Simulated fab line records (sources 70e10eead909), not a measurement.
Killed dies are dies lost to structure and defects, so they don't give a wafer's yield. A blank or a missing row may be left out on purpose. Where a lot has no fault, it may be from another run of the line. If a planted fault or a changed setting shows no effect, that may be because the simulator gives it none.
Code-filled problem report in 8D (eight disciplines) form :: flow nandHarc :: the parts of the form that need people (team, actions taken, sign-off) are left out

1. THE PROBLEM
At NHARC_A_ONON_D1_THK_MEAS_08, thkNm averages 677 nm over 5 wafers from 3 lots, while fault-free wafers read 999 nm, standard deviation 10. Measured from the usual mean, that is -32 standard deviations.
The step: measures by ellipsometry.
The first sign was on wafer L401.3 at day 12 05:05, on filmMetro-02. At this step, 38 wafers from 13 lots have a number in the record. Rule for "out" (also "out of limits"): further than 4 standard deviations from the usual mean. The other wafers with a number count as sound.

2. WHAT IT IS AND WHAT IT IS NOT
question: which readings at this step
is: thkNm
is not: -

question: which lots
is: L401, L402, L403
is not: L392, L394, L398, L405, L409, L410, L411, L412, L413, L414

question: which wafers of those lots
is: L401.3, L402.1, L402.3, L403.1, L403.3
is not: L401.4, L401.5, L403.4

question: read on which gauges
is: filmMetro-01, filmMetro-02
is not: -

question: when
is: from day 12 05:05
is not: up to then (11 sound wafers); but 22 sound wafers of L403, L405, L409, L410, L411, L412, L413, L414 came after

3. SUSPECTS, AND WHAT RULES EACH OUT
Counting: a tool at a process step up to the reading stays a suspect if it ran every lot that is out. Sound lots after the first of them don't rule it out here, since some wafers of a struck lot are sound.
- the gauge at NHARC_A_ONON_D1_THK_MEAS_08 is ruled out. Those wafers that are out were read across 2 gauges (filmMetro-01, filmMetro-02).
- rieDiel-07 at NHARC_A_ZERO_WELL_DESCUM_12 (chemistry O2, time 3 s): kept. It processed each lot that is out (first: L401, day 11 07:11); up to then, its last sound lot is L398 (day 10 23:30).
- pecvdOnon-02 at NHARC_A_ONON_D1_DEP_06 (target thk 1000 nm): kept. It processed each lot that is out (first: L401, day 12 04:41); up to then, its last sound lot is L392 (day 8 03:44).
Left after counting: rieDiel-07 at NHARC_A_ZERO_WELL_DESCUM_12, pecvdOnon-02 at NHARC_A_ONON_D1_DEP_06.

4. THE CAUSE (what the simulator had put in)
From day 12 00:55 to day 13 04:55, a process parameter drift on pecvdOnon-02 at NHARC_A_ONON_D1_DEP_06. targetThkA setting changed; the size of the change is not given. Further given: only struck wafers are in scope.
This tool is one of the 2 suspects left after counting.

5. THE EFFECT CHAIN, in route order
One row per reading whose mean, taken over the struck wafers that have a number, lies over 3 standard deviations from the usual. Readings are gone through only where the record gives a usual standard deviation; hours: the median, over the lots, of the time from a lot's start at the first step in this table giving one to that lot's start at this step; sigmas: the change measured in usual standard deviations.
hours: 0
step: NHARC_A_ONON_D1_THK_MEAS_08
reading: thkNm
usual: 999 nm
on struck wafers: 677
change: -322
sigmas: -32

hours: 436
step: NHARC_END_SORT_01
reading: killedAtArray
usual: 54
on struck wafers: 673
change: +619
sigmas: +34

hours: 436
step: NHARC_END_SORT_01
reading: killedDies
usual: 59
on struck wafers: 677
change: +618
sigmas: +34

6. HOW IT WOULD HAVE BEEN CAUGHT EARLIER
In this record the first reading out of limits at a measuring or inspecting step was taken at day 12 05:05, 4 hours after the fault began at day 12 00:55.
Of the tool readings at NHARC_A_ONON_D1_DEP_06 for which the record gives a usual standard deviation, none was out on any struck wafer, so an alarm limit of 4 standard deviations on them would not have fired.
Of the lots that are out (3), L402, L403 began NHARC_A_ONON_D1_DEP_06 on pecvdOnon-02 after day 12 05:05. A hold on the tool at that time would have spared those 2.
